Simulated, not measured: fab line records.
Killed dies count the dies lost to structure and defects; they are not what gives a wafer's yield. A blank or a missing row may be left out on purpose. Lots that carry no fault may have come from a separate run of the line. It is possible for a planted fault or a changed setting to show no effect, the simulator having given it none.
Split-lot trial ; flow n5-finfet ; 21 wafers read from 7 lots, route of 1938 steps

## THE SPLIT ITSELF
At N5_BEOL_M9_ILD_DEP_00 (deposits SiCOH lowk from DEMS/porogen, target thk 308.51 nm, time 58 s), the setting time-s was moved away from the recipe's 58 s on 5 of the 21 wafers read, by -11.0% to +14.0%. All remaining wafers had this setting at the recipe value.

## FROM THE SPLIT TO THE READING: what the file shows between them, 1 step
- N5_BEOL_M9_CURE_71: cures SiCOH lowk, time 240 s

## THE READING
At N5_BEOL_M9_THK_MEAS_01: M9_ILD_THK, given in nm. On this fab line, fault-free wafers typically give 267 nm with a standard deviation of 3.8 nm.

wafer;tool, chamber at the split;time-s as run, s;against the recipe;M9_ILD_THK, nm;against lot-mates on the recipe
L076.1;pecvd-03, 1;58;recipe;270;-
L076.4;pecvd-03, 1;58;recipe;272;-
L076.6;pecvd-03, 2;51.62;-11.0%;243;-28
L079.2;pecvd-04, 0;58;recipe;265;-
L079.3;pecvd-04, 1;58;recipe;265;-
L079.6;pecvd-04, 1;58;recipe;271;-
L081.3;pecvd-03, 1;58;recipe;268;-
L081.4;pecvd-03, 0;58;recipe;270;-
L081.5;pecvd-03, 2;58;recipe;267;-
L083.1;pecvd-03, 1;54.55;-5.9%;252;-13
L083.3;pecvd-03, 2;58;recipe;264;-
L083.6;pecvd-03, 2;58;recipe;266;-
L086.1;pecvd-04, 0;58;recipe;264;-
L086.2;pecvd-04, 1;66.12;+14.0%;304;+36
L086.3;pecvd-04, 1;58;recipe;272;-
L088.4;pecvd-03, 1;58;recipe;272;-
L088.5;pecvd-03, 2;58;recipe;268;-
L088.6;pecvd-03, 0;58;recipe;265;-
L089.1;pecvd-01, 1;58;recipe;262;-
L089.2;pecvd-01, 2;55.07;-5.1%;243;-19
L089.6;pecvd-01, 2;55.07;-5.1%;248;-14

FIT RESULTS
A straight line over all 21 wafers: M9_ILD_THK changes by +2.7 nm for each +1% of time-s; r = +0.95; the points scatter about the line by 4.2 nm.
The same after taking each lot's own level away (the mean of its wafers on the recipe; 21 wafers): +2.61 nm for each +1%; r = +0.98; scatter 2.6 nm.
According to that fit, moving time-s by its largest amount changes the reading by 37 nm.
Across the lots, their own levels run from 262.0 to 271.0 nm, a range of 2.4 times the standard deviation given above.
Hence the lot-to-lot level has little effect on the slope; both slopes agree.
Check: for one of the wafers moved furthest among these (+14.0%), held out of the fit, the line's prediction against its lot-mates is +36.9 nm. It came out at +36 nm against them.

## THESE WAFERS: OTHER SPLITS
Note: prior to the reading, these wafers also went through further splits. Each is held against what the fit with the lots' levels taken away leaves over:
other split on the same wafers;wafers away from the commonest value;r with M9_ILD_THK (lot level and that fit taken away)
N5_BEOL_M6_ALD_77 ald-cycles;10;-0.28
N5_BEOL_M7_DEP_56 time-s;6;+0.34

## THE WHOLE CHAIN: every reading that the file lists as answering this split, in the file's order
step;what it does;reading;change (the file's fit);r (the file's)
N5_BEOL_M9_ILD_DEP_00;deposits SiCOH lowk from DEMS/porogen, target thk 308.51 nm, time 58 s;SiCOH_lowk_of_BEOL_M9_ILD_DEP_00.thk-nm (the simulator's own value, which no gauge read);+2.91 nm for each +1% of the setting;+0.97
N5_BEOL_M9_CURE_71;cures SiCOH lowk, time 240 s;SiCOH_lowk_of_BEOL_M9_ILD_DEP_00.thk-nm (the simulator's own value, which no gauge read);+2.58 nm for each +1% of the setting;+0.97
N5_BEOL_M9_THK_MEAS_01;;M9_ILD_THK;+2.58 for each +1% of the setting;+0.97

## THE FILE'S OWN FIT
M9_ILD_THK changes by +2.58 nm for each +1% of time-s, r = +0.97.
